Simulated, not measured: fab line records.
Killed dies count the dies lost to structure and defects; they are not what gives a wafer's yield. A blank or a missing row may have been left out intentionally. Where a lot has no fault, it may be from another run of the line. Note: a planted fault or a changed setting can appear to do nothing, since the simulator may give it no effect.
fab line records	flow n5-finfet
record: lots: 12	wafers: 34	last-day: 18
route steps=1938 shown BEOL_M5@1153 PASSIVATION@1936
lots that met no fault: from a run of the same line without faults
start-h: the number of hours between the record's first day and the start of the first shown wafer of the lot	wait-h: hours elapsed since this lot's preceding step	" as in the row above	L1.1+2: a single row standing in for several wafers	- value missing, or start not given	* or withheld: withheld	< > ~ a bound
route shown NAME@n: NAME is a module with steps in the file, n the number in the route of the first one	usual: the fault-free wafers' mean and standard deviation	same: alike in all rows	chamber/n: place in a boat	sites: readings site by site	_std_site: standard deviation of those values	_edge_site: mean of outer sites minus mean of inner sites	radius-mm: for every site, how far away it sits from the centre of the wafer	mask NAME#n: copy n	behind: the last tool/chamber to shape the wafer	hold: why the lot was held/for how many hours/how that ended	device: names the non-switching transistor (n, p or np)	end of line: tests of these same wafers at the route's end	where a step has no rows: the recipe by itself	killed: count of dies lost to structure and defects at first sort (not the wafer's yield)	map: shows each die of a wafer: x if killed, . if not, _ if none is there
set.NAME: the run value of the setting; set.NAME@STEP: its run value at that earlier step	model.NAME: the simulator's own value behind a step, which no gauge read
route steps across a sampled set of lots; one table per step, one row per wafer
services: the hour from which a tool's chamber was out of use, counted from the record's first day as start-h (under 0 if before that day), plus the number of hours and why
== steps ==
step: N5_BEOL_M5_ETCH_67
recipe: chemistry: CF4	target: SiARC	target-depth-a: 156	mask-material: CAR-EUV	time-s: 26	ion-energy-ev: 80	pressure-mtorr: 40	source-w: 545	bias-w: 36	Ar_flow_sccm: 100	cf4-flow-sccm: 100	ends: cleared
usual: drypump-motor-current-A: 5.9/0.45	etch-rf-on-time-s: 26.0/0.84	oes-product-au: 0.65/0.064	rf-vpp-V: 183.7/1.3	showerhead-plenum-p-Torr: 2.13/0.087	throttle-valve-pct: 15.69/0.28
lot.wafer	tool	chamber	start-h	wait-h	drypump-motor-current-A	etch-rf-on-time-s	oes-product-au	rf-hours-counter-h	rf-vpp-V	showerhead-plenum-p-Torr	throttle-valve-pct
L608.2	rie-diel-06	3	180.85	0.0	5.8	24.9	0.68	125	182.0	1.99	15.35
L608.5	"	0	"	"	6.5	25.2	0.65	-	183.2	2.04	15.33
L608.6	"	3	"	"	5.9	25.0	0.67	-	182.3	1.99	15.33
L610.2	rie-diel-01	2	185.08	0.0	5.4	26.4	0.62	187	186.3	2.21	15.72
L610.3	"	0	"	"	5.5	26.6	0.60	224	183.9	2.13	15.96
L610.4	"	0	"	"	5.5	26.6	0.59	-	183.9	2.13	15.98
L611.3	rie-diel-03	1	193.46	0.0	6.8	26.4	0.59	201	183.2	2.05	15.96
L611.4	"	0	"	"	5.8	26.8	0.64	159	183.9	2.22	15.93
L611.6	"	2	"	"	6.2	27.4	0.58	-	185.4	2.22	15.95
L613.1	rie-diel-03	2	210.18	0.0	6.2	27.4	0.57	211	184.1	2.22	15.97
L613.2	"	3	"	"	5.9	25.1	0.67	121	181.4	2.07	15.28
L613.3	"	0	"	"	5.7	26.7	0.63	165	185.4	2.22	15.92
L617.1	rie-diel-06	1	225.63	0.0	6.5	26.6	0.72	48	183.9	2.26	15.49
L617.2	"	2	"	"	5.6	25.2	0.84	1	184.1	2.10	15.64
L617.5	"	3	"	"	5.9	24.9	0.66	-	181.0	1.98	15.35
L618.4	rie-diel-03	1	234.87	0.0	6.8	26.2	0.58	215	184.1	2.04	15.99
L618.5	"	3	"	"	5.8	25.6	0.66	-	182.3	2.07	15.30
L618.6	"	0	"	"	5.7	26.8	0.63	-	184.8	2.21	15.97
L619.2	rie-diel-01	3	240.11	0.0	5.4	26.3	0.64	154	184.3	2.16	16.05
L619.4	"	2	"	"	5.4	27.0	0.60	205	185.2	2.20	15.75
L619.6	"	3	"	"	5.4	26.0	0.64	-	184.2	2.16	16.05
L621.1	rie-diel-06	0	249.39	0.0	6.5	24.7	0.64	204	181.5	2.04	15.39
L621.2	"	2	"	"	5.6	24.9	0.82	6	184.4	2.10	15.68
L620.1	rie-diel-06	3	252.06	0.0	5.9	25.1	0.66	147	182.8	1.98	15.37
L620.2	"	2	"	"	5.6	25.2	0.82	7	183.1	2.10	15.66
L628.3	rie-diel-06	0	305.28	0.0	6.5	24.6	0.63	222	183.2	2.03	15.41
L628.5	"	2	"	"	5.6	24.8	0.79	-	181.6	2.09	15.70
L628.6	"	3	"	"	5.9	24.8	0.64	-	181.0	1.98	15.43
L629.2	rie-diel-03	3	307.90	0.0	5.8	25.7	0.64	150	183.4	2.06	15.34
L629.3	"	0	"	"	5.7	26.9	0.61	193	184.0	2.21	15.97
L629.5	"	0	"	"	5.7	27.2	0.61	-	185.8	2.21	15.98
L630.2	rie-diel-01	3	316.72	0.0	5.4	26.0	0.62	181	183.4	2.15	16.10
L630.4	"	2	"	"	5.4	27.4	0.58	231	185.2	2.19	15.81
L630.5	"	0	"	"	5.5	26.1	0.83	-	184.0	2.12	15.53
step: N5_BEOL_M5_OCD_MEAS_38
usual: trench-depth-nm: 71.3/1.5
lot.wafer	tool	chamber	start-h	wait-h	trench-depth-nm
L608.2	ocd-01	-	181.22	-	72.9
L608.5	"	-	"	"	72.0
L608.6	"	-	"	"	73.0
L610.2	ocd-02	-	185.45	-	69.2
L610.3	"	-	"	"	69.6
L610.4	"	-	"	"	69.3
L611.3	ocd-02	-	193.83	-	70.3
L611.4	"	-	"	"	71.7
L611.6	"	-	"	"	70.5
L613.1	ocd-02	-	210.55	-	68.9
L613.2	"	-	"	"	72.5
L613.3	"	-	"	"	70.9
L617.1	ocd-01	-	225.99	-	71.5
L617.2	"	-	"	"	74.6
L617.5	"	-	"	"	72.1
L618.4	ocd-02	-	235.25	-	69.6
L618.5	"	-	"	"	72.2
L618.6	"	-	"	"	70.6
L619.2	ocd-01	-	240.47	-	71.3
L619.4	"	-	"	"	68.8
L619.6	"	-	"	"	70.7
L621.1	ocd-01	-	249.76	-	72.3
L621.2	"	-	"	"	75.4
L620.1	ocd-01	-	252.43	-	73.2
L620.2	"	-	"	"	74.6
L628.3	ocd-01	-	305.65	-	72.7
L628.5	"	-	"	"	74.6
L628.6	"	-	"	"	72.9
L629.2	ocd-02	-	308.27	-	72.0
L629.3	"	-	"	"	70.4
L629.5	"	-	"	"	69.8
L630.2	ocd-01	-	317.09	-	72.5
L630.4	"	-	"	"	69.5
L630.5	"	-	"	"	71.6
step: N5_BEOL_M5_CVD_47
recipe: material: Co	target-thk-a: 30	temp-c: withheld	precursor: CCTBA/H2	pressure-torr: 30	time-s: 216
usual: run-length-s: 239.1/0.59
lot.wafer	tool	chamber	start-h	wait-h	run-length-s	since-wet-clean-h
L608.2	cvd-co-02	0	182.35	0.0	240.3	942
L608.5	"	2	"	"	238.9	-
L608.6	"	1	"	"	238.8	-
L610.2	cvd-co-02	2	186.97	0.1	238.6	488
L610.3	"	1	"	"	238.7	50
L610.4	"	0	"	"	239.5	-
L611.3	cvd-co-01	1	195.08	0.0	238.7	1174
L611.4	"	0	"	"	240.1	-
L611.6	"	2	"	"	237.9	-
L613.1	cvd-co-01	1	211.99	0.1	239.2	1191
L613.2	"	2	"	"	238.2	294
L613.3	"	0	"	"	240.7	753
L617.1	cvd-co-02	2	228.01	0.5	238.8	529
L617.2	"	1	"	"	238.9	91
L617.5	"	2	"	"	239.0	-
L618.4	cvd-co-01	0	236.78	0.3	239.6	-
L618.5	"	1	"	"	238.8	-
L618.6	"	2	"	"	237.9	-
L619.2	cvd-co-02	0	241.62	0.2	234.7	1002
L619.4	"	2	"	"	238.6	-
L619.6	"	1	"	"	233.5	-
L621.1	cvd-co-02	0	251.43	0.4	239.2	1011
L621.2	"	2	"	"	234.0	552
L620.1	cvd-co-02	2	256.66	0.1	238.8	557
L620.2	"	0	"	"	234.1	1017
L628.3	cvd-co-01	2	306.85	0.1	238.4	389
L628.5	"	1	"	"	238.8	-
L628.6	"	0	"	"	240.1	-
L629.2	cvd-co-02	2	309.66	0.0	238.8	610
L629.3	"	0	"	"	239.5	1070
L629.5	"	2	"	"	239.5	-
L630.2	cvd-co-02	0	318.21	0.1	239.9	1078
L630.4	"	2	"	"	238.7	-
L630.5	"	1	"	"	238.6	-
step: N5_BEOL_M5_SPUTTER_81
recipe: material: Cu	target-thk-a: 150	temp-c: -20	chamber-pressure-pa: 0.07	power-w: withheld	time-s: 27.62
usual: throttle-valve-pct: 30.3/1.3
lot.wafer	tool	chamber	start-h	wait-h	throttle-valve-pct
L608.2	pvd-sputter-03	-	183.63	0.5	31.5
L608.5	"	-	"	"	31.3
L608.6	"	-	"	"	31.5
L610.2	pvd-sputter-03	-	188.21	0.5	32.1
L610.3	"	-	"	"	31.2
L610.4	"	-	"	"	31.4
L611.3	pvd-sputter-02	-	196.32	0.5	30.3
L611.4	"	-	"	"	30.1
L611.6	"	-	"	"	29.4
L613.1	pvd-sputter-01	-	213.34	0.5	30.7
L613.2	"	-	"	"	27.2
L613.3	"	-	"	"	28.8
L617.1	pvd-sputter-03	-	229.35	0.5	31.5
L617.2	"	-	"	"	31.3
L617.5	"	-	"	"	31.5
L618.4	pvd-sputter-01	-	239.05	0.5	28.8
L618.5	"	-	"	"	27.3
L618.6	"	-	"	"	28.3
L619.2	pvd-sputter-02	-	243.66	0.5	30.4
L619.4	"	-	"	"	30.7
L619.6	"	-	"	"	31.0
L621.1	pvd-sputter-03	-	252.68	0.5	31.2
L621.2	"	-	"	"	31.4
L620.1	pvd-sputter-02	-	257.94	0.5	30.7
L620.2	"	-	"	"	30.6
L628.3	pvd-sputter-03	-	308.89	0.5	30.9
L628.5	"	-	"	"	30.8
L628.6	"	-	"	"	31.3
L629.2	pvd-sputter-02	-	311.13	0.5	30.7
L629.3	"	-	"	"	29.4
L629.5	"	-	"	"	29.8
L630.2	pvd-sputter-02	-	319.52	0.5	30.7
L630.4	"	-	"	"	30.9
L630.5	"	-	"	"	30.4
step: N5_PASSIVATION_PROBE_49
usual: defect-limited-yield: 91.2/1.6	killed_at_M0_to_M3: 34/11	killed_at_M4_up: 13/5.2	killed-at-contacts: 13/6.3	killed-at-front-end: 40/14	killed-at-other: 3.2/2.4	killed-dies: 104/19	killed-open: 69/14	killed-short: 32/7.5	sort_bin_4_leakage: 0.00/0.04	sort_bin_5_function: 5.3/1.1	sort_bin_6_memory: 3.2/0.73	sort_bin_8_speed: 0.01/0.038	sort-n-pass: 1076/19	sort-yield-pct: 91.2/1.6
same: gross-dies: 1180	killed-at-back-side: 0
lot.wafer	tool	chamber	start-h	wait-h	defect-limited-yield[%]	killed_at_M0_to_M3	killed_at_M4_up	killed-at-contacts	killed-at-front-end	killed-at-other	killed-dies	killed-open	killed-short	sort_bin_4_leakage[%]	sort_bin_5_function[%]	sort_bin_6_memory[%]	sort_bin_8_speed[%]	sort-n-pass	sort-yield-pct[%]
L610.2	prober-01	-	287.47	0.1	90.9	32	14	17	42	2	107	73	34	0	5.0	3.7	0	1073	90.9
L610.3	prober-01	-	287.52	0.1	90.8	43	18	21	26	1	109	79	29	0	5.3	3.7	0	1071	90.8
L610.4	prober-01	-	287.57	0.2	91.0	26	13	23	42	2	106	68	38	0	5.3	3.4	0	1074	91.0
L613.1	prober-01	-	314.94	0.0	90.4	41	11	12	37	12	113	70	32	0	5.8	3.1	0.08	1066	90.3
L613.2	prober-01	-	314.99	0.1	93.4	27	13	13	22	3	78	50	25	0	3.8	2.5	0	1102	93.4
L613.3	prober-01	-	315.04	0.1	91.3	40	13	17	28	5	103	65	36	0	5.3	3.1	0	1077	91.3
L621.1	prober-02	-	347.40	0.0	89.4	39	13	5	64	4	125	90	32	0	6.7	3.6	0	1055	89.4
L621.2	prober-02	-	347.45	0.1	86.9	49	5	7	88	5	154	99	53	0	7.8	5.1	0	1026	86.9
L620.1	prober-02	-	349.72	0.0	93.0	26	15	14	25	3	83	58	23	0	3.8	3.1	0	1097	93.0
L620.2	prober-02	-	349.77	0.1	89.9	40	25	18	31	5	119	79	37	0	5.8	3.8	0	1061	89.9
L628.3	prober-02	-	406.53	0.1	90.3	29	18	4	58	6	115	73	36	0	5.0	4.2	0	1065	90.3
L628.5	prober-02	-	406.63	0.2	93.9	30	12	3	27	0	72	43	29	0	3.9	2.0	0	1108	93.9
L628.6	prober-02	-	406.68	0.3	92.1	30	5	13	41	4	93	59	34	0	4.6	3.0	0	1087	92.1
killed by level:class
L610.2 MOL_CONTACT_COAG:geometric-particle:open=12 BEOL_M2:geometric-particle:open=11 FIN_SAQP:geometric-particle:open=10 FIN_SAQP:geometric-particle:short=7 BEOL_M4:geometric-particle:open=6 BEOL_M0_SAQP:geometric-particle:open=6 STI_FIN_REVEAL:geometric-particle:open=5 MOL_CONTACT_COAG:geometric-particle:short=5
L610.3 MOL_CONTACT_COAG:geometric-particle:open=20 BEOL_M1:geometric-particle:open=12 BEOL_M0_SAQP:geometric-particle:open=12 BEOL_M0_SAQP:geometric-particle:short=8 STI_FIN_REVEAL:geometric-particle:open=5 BEOL_M4:geometric-particle:open=5 BEOL_M2:geometric-particle:open=4 FIN_SAQP:geometric-particle:short=3
L610.4 MOL_CONTACT_COAG:geometric-particle:open=20 FIN_SAQP:geometric-particle:open=8 BEOL_M2:geometric-particle:open=8 FIN_SAQP:geometric-particle:short=8 STI_FIN_REVEAL:geometric-particle:open=6 BEOL_M0_SAQP:geometric-particle:open=6 GATE_CUT:geometric-particle:short=5 STI_FIN_REVEAL:geometric-particle:short=4
L613.1 STI_FIN_REVEAL:geometric-particle:open=10 MOL_CONTACT_COAG:geometric-particle:open=10 BEOL_M0_SAQP:geometric-particle:open=9 BEOL_M3:geometric-particle:open=9 BEOL_M2:geometric-particle:open=8 FIN_SAQP:geometric-particle:open=6 BEOL_M0_SAQP:geometric-particle:short=5 HKMG_FIN:area-etch=5
L613.2 MOL_CONTACT_COAG:geometric-particle:open=10 BEOL_M2:geometric-particle:open=9 FIN_SAQP:geometric-particle:open=7 BEOL_M4:geometric-particle:short=6 BEOL_M0_SAQP:geometric-particle:open=4 DUMMY_GATE:geometric-particle:open=3 GATE_CUT:geometric-particle:open=3 MOL_CONTACT_COAG:geometric-particle:short=3
L613.3 MOL_CONTACT_COAG:geometric-particle:open=14 BEOL_M0_SAQP:geometric-particle:short=13 STI_FIN_REVEAL:geometric-particle:open=8 BEOL_M2:geometric-particle:open=7 BEOL_M0_SAQP:geometric-particle:open=6 BEOL_M3:geometric-particle:open=5 BEOL_M5:geometric-particle:open=5 GATE_CUT:geometric-particle:short=4
L621.1 FIN_SAQP:geometric-particle:open=22 BEOL_M0_SAQP:geometric-particle:open=14 STI_FIN_REVEAL:geometric-particle:open=11 BEOL_M3:geometric-particle:open=9 GATE_CUT:geometric-particle:short=7 BEOL_M0_SAQP:geometric-particle:short=6 MOL_CONTACT_COAG:geometric-particle:open=5 ILD0:geometric-particle:open=5
L621.2 STI_FIN_REVEAL:geometric-particle:open=31 FIN_SAQP:geometric-particle:open=15 FIN_SAQP:geometric-particle:short=14 BEOL_M0_SAQP:geometric-particle:open=13 BEOL_M0_SAQP:geometric-particle:short=13 BEOL_M2:geometric-particle:open=10 STI_FIN_REVEAL:geometric-particle:short=7 BEOL_M1:geometric-particle:open=6
L620.1 MOL_CONTACT_COAG:geometric-particle:open=11 BEOL_M4:geometric-particle:open=9 BEOL_M2:geometric-particle:open=8 BEOL_M3:geometric-particle:open=7 FIN_SAQP:geometric-particle:open=5 STARTING-WAFER:geometric-particle:short=4 STARTING-WAFER:geometric-particle:open=4 FIN_SAQP:geometric-particle:short=3
L620.2 BEOL_M4:geometric-particle:open=14 MOL_CONTACT_COAG:geometric-particle:open=13 BEOL_M2:geometric-particle:open=11 BEOL_M0:geometric-particle:open=6 GATE_CUT:geometric-particle:open=5 MOL_CONTACT_COAG:geometric-particle:short=5 BEOL_M0_SAQP:geometric-particle:open=5 BEOL_M1:geometric-particle:open=5
L628.3 FIN_SAQP:geometric-particle:open=15 DUMMY_GATE:geometric-particle:open=12 BEOL_M3:geometric-particle:open=11 FIN_SAQP:geometric-particle:short=9 GATE_CUT:geometric-particle:short=6 MOL_CONTACT_COAG:geometric-particle:open=4 BEOL_M0_SAQP:geometric-particle:short=4 BEOL_M0_SAQP:geometric-particle:open=4
L628.5 BEOL_M3:geometric-particle:open=10 FIN_SAQP:geometric-particle:short=9 BEOL_M3:geometric-particle:short=6 FIN_SAQP:geometric-particle:open=5 BEOL_M0_SAQP:geometric-particle:short=5 STARTING-WAFER:geometric-particle:open=5 BEOL_M1:geometric-particle:open=4 MOL_CONTACT_COAG:geometric-particle:open=3
L628.6 MOL_CONTACT_COAG:geometric-particle:open=13 FIN_SAQP:geometric-particle:open=11 FIN_SAQP:geometric-particle:short=10 BEOL_M3:geometric-particle:open=7 GATE_CUT:geometric-particle:short=5 DUMMY_GATE:geometric-particle:open=4 BEOL_M1:geometric-particle:open=4 BEOL_M2:geometric-particle:open=4
== services ==
tool	chamber	start-h	hours	kind
rie-diel-01	1	176.55	-	clean
rie-diel-01	1	176.55	-	consumable-replace:focus-ring
rie-diel-01	1	176.55	15.4	scheduled-down
rie-diel-01	1	176.55	15.4	vent-cycle
rie-diel-06	2	198.77	-	clean
rie-diel-06	2	198.77	-	consumable-replace:focus-ring
rie-diel-06	2	198.77	24.8	scheduled-down
rie-diel-06	2	198.77	24.8	vent-cycle
rie-diel-06	-	199.41	3.9	repair
rie-diel-01	3	207.40	19.4	repair
cvd-co-01	-	225.40	8.7	repair
cvd-co-01	1	243.35	14.7	repair
cvd-co-01	2	245.00	16.6	repair
cvd-co-02	-	261.34	3.8	pm
rie-diel-01	0	267.70	-	clean
rie-diel-01	0	267.70	-	consumable-replace:focus-ring
rie-diel-01	0	267.70	39.1	scheduled-down
rie-diel-01	0	267.70	39.1	vent-cycle
cvd-co-01	-	276.75	1.3	repair
rie-diel-01	1	293.98	4.3	repair
rie-diel-03	-	297.78	2.8	pm
== key ==
first-sign: step: N5_BEOL_M5_CVD_47	reading: run-length-s	direction: down	sigmas: 8.5	usual: *	struck: *
effect none on later readings
met-at N5_BEOL_M5_CVD_47
struck-lots L619,L620,L621
struck-wafers L619.2,L619.6,L620.2,L621.2
not-acting-at N5_BEOL_M5_ETCH_67,N5_BEOL_M5_OCD_MEAS_38,N5_BEOL_M5_SPUTTER_81
onset-between 228.01 241.62
fault: kind: process-parameter-drift	tool: cvd-co-02	chamber: -	onset-h: 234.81	steps: N5_BEOL_M5_CVD_47	channel: time-s	offset: *	shape: step	end-h: 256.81	scope: struck-wafers-only	acts-in: *	stated: *
